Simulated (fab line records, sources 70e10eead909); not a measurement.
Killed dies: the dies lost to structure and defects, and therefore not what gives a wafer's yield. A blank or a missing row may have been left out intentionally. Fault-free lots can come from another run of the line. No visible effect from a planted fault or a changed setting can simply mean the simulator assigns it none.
A lot that was struck, set against a sound lot || flow nand_harc || 39 out of 1302 route steps
Sound: wafers L392.2, L392.3, L392.4. Struck: wafer L401.4. (L401.1, L401.6 of the same lot were not struck and are left out.) The cause comes at the end.
Per side, at each step with rows, come the tool, then ch with its chambers, and then its first start. Under that, the readings that differ: sound wafers || struck wafers || difference of the means || sigmas: that difference in standard deviations of wafers without a fault.
alike: a reading whose means differ by less than 2 such deviations, as well as words and numbers matching on both sides. not compared: withheld readings; readings where some wafer has no value; bounds like >300 that might hide an equal value; numbers whose values overlap and for which the record gives no deviation.
Wherever a step has rows on one side only, a row that says differs or no value, or a row with sigmas, the two part there. Numbers that don't overlap but have no deviation are shown without sigmas and don't part them. A reading missing from all wafers of one side parts the sides only when that side holds two or more wafers.

NHARC_A_CHANNEL_HOLE_D1_INSPECT_40:
  sound: defect_inspect-02 at day 10 14:50; struck: defect_inspect-01 at day 14 22:29
  alike: raw_defect_count
then, 4 steps without rows for these wafers: NHARC_A_CHANNEL_FILL_D1_PRECLEAN_00 (cleans in SC1); NHARC_A_CHANNEL_FILL_D1_SRD_01; NHARC_A_CHANNEL_FILL_D1_ALD_02 (deposits SiO2, target thk 6 nm, pulse time 10 s, ald cycles 60); NHARC_A_CHANNEL_FILL_D1_ALD_03 (deposits SiNx, target thk 6 nm, pulse time 60 s, ald cycles 58).
NHARC_A_CHANNEL_FILL_D1_ALD_14: deposits SiO2, target thk 2.5 nm, pulse time 10 s, ald cycles 25.
  sound on ald_hk-01 ch 0,1,3, day 10 22:34; struck on ald_hk-02 ch 0, day 15 05:38
  alike: heater_power_w, precursor_pulse_height_rel
NHARC_A_CHANNEL_FILL_D1_ALD_15: deposits SiNx, target thk 2 nm, pulse time 60 s, ald cycles 19.
  sound on ald_sin_batch-02 ch 0, day 11 01:50; struck on ald_sin_batch-02 ch 0
  alike: precursor_pulse_height_rel
then, 5 steps without rows for these wafers: NHARC_A_CHANNEL_FILL_D1_ALD_16 (deposits SiO2, target thk 1.5 nm, pulse time 10 s, ald cycles 15); NHARC_A_CHANNEL_FILL_D1_ANNEAL_17 (time 1800 s); NHARC_A_CHANNEL_FILL_D1_CVD_18 (deposits poly-Si, target thk 3 nm); NHARC_A_CHANNEL_FILL_D1_ETCHBACK_19 (etches the open film in HBr/Cl2, target depth 5 nm, time 1.7 s); NHARC_A_CHANNEL_FILL_D1_ETCHBACK_20 (etches the open film in C4F8/O2/Ar, target depth 27 nm, time 13.5 s).
NHARC_A_CHANNEL_FILL_D1_STRIP_28: strips in O2, time 20 s.
  sound on rie_diel-09 ch 0,1,3, day 11 16:07; struck on rie_diel-05 ch 3, day 15 21:10
{"reading": "oes_product_au (a.u.)", "sound": "1.002 1.016 1.008", "struck": 0.990, "difference": -0.019, "sigmas": -2}
  alike: drypump_motor_current_A, rf_vpp_V, showerhead_plenum_p_Torr, throttle_valve_pct
  not compared: rf_hours_counter_h
then, 5 steps without rows for these wafers: NHARC_A_CHANNEL_FILL_D1_PRECLEAN_21 (cleans in dHF, time 30 s); NHARC_A_CHANNEL_FILL_D1_SRD_23; NHARC_A_CHANNEL_FILL_D1_CVD_05 (deposits poly-Si, target thk 5 nm); NHARC_A_CHANNEL_FILL_D1_ANNEAL_22 (time 7200 s); NHARC_A_CHANNEL_FILL_D1_ALD_25 (deposits SiOx, target thk 60 nm, pulse time 10 s, ald cycles 600).
NHARC_A_CHANNEL_FILL_D1_ETCHBACK_08: etches the open film in C4F8, target depth 220 nm, time 110 s.
  sound: rie_diel-05 ch 0,2,3; struck: rie_diel-09 ch 2
{"reading": "rf_hours_counter_h (h)", "sound": "2 2 2", "struck": 3, "difference": "+1", "sigmas": ""}
  alike: oes_product_au, rf_fwd_power_W, rf_vpp_V
NHARC_A_CHANNEL_FILL_D1_STRIP_29: strips in O2, time 20 s.
  sound: rie_diel-05 ch 0,2,3; struck: rie_diel-09 ch 0
  alike: drypump_motor_current_A, oes_product_au, rf_vpp_V, showerhead_plenum_p_Torr, throttle_valve_pct
  not compared: rf_hours_counter_h
then, 15 steps without rows for these wafers: NHARC_A_CHANNEL_FILL_D1_PRECLEAN_30 (cleans in dHF, time 30 s); NHARC_A_CHANNEL_FILL_D1_SRD_31; NHARC_A_CHANNEL_FILL_D1_CVD_09 (deposits poly-Si, target thk 150 nm, time 3000 s); NHARC_A_CHANNEL_FILL_D1_CMP_10 (polishes, target thk 150 nm); NHARC_A_CHANNEL_FILL_D1_SRD_12; NHARC_A_DECK1_JOINT_ETCHBACK_07 (etches the open film in HBr, target depth 105 nm, time 26.9 s); NHARC_A_DECK1_JOINT_ETCH_25 (etches SiO2 in dHF, target depth 0.5 nm); NHARC_A_DECK1_JOINT_ETCH_19 (etches poly-Si in TMAH, target depth 3 nm); NHARC_A_DECK1_JOINT_ETCH_18 (etches SiO2 in dHF, target depth 3 nm); NHARC_A_DECK1_JOINT_WET_08 (chemistry H3PO4, time 86 s); NHARC_A_DECK1_JOINT_ETCH_09 (etches SiO2 in dHF, target depth 5 nm); NHARC_A_DECK1_JOINT_WET_10 (chemistry H3PO4, time 86 s); NHARC_A_DECK1_JOINT_ETCH_11 (etches SiO2 in dHF, target depth 35 nm); NHARC_A_DECK1_JOINT_CVD_12 (deposits poly-Si, target thk 90 nm, time 1800 s); NHARC_A_DECK1_JOINT_CMP_13 (polishes, target thk 51.023 nm).
NHARC_A_DECK1_JOINT_THK_MEAS_14: measures by ellipsometry.
  sound: film_metro-01 at day 13 03:58; struck: film_metro-02 at day 17 07:02
  alike: thk_nm
following that, these wafers have no rows for 1 step: NHARC_A_DECK1_JOINT_SRD_04.
NHARC_A_DECK1_JOINT_ETCHBACK_00: etches the open film in HBr, target depth 30 nm, time 17.4 s.
  sound on rie_si-06 ch 0,1,2, day 13 04:05; struck on rie_si-03 ch 3, day 17 07:10
{"reading": "rf_hours_counter_h (h)", "sound": "0.2 0.3 0.2", "struck": 0.9, "difference": "+0.7", "sigmas": ""}
  alike: drypump_motor_current_A, oes_product_au, rf_fwd_power_W, throttle_valve_pct
-- jump in the record: it breaks off in module A_DECK1_JOINT and resumes in module END (first step shown: number 1302 of the route), and 15 days separate the struck wafers' starts before and after --
NHARC_END_SORT_01:
  here the record holds rows for the struck wafers (prober-01 ch 0, day 32 18:38) but none for the sound ones

== WHERE THEY PART ==
At NHARC_A_CHANNEL_FILL_D1_STRIP_28 first; at NHARC_END_SORT_01 last (within this record only).

WHY: the cause the simulator had injected
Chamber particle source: rie_diel-05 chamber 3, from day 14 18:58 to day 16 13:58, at NHARC_A_CHANNEL_FILL_D1_STRIP_28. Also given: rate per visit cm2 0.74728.
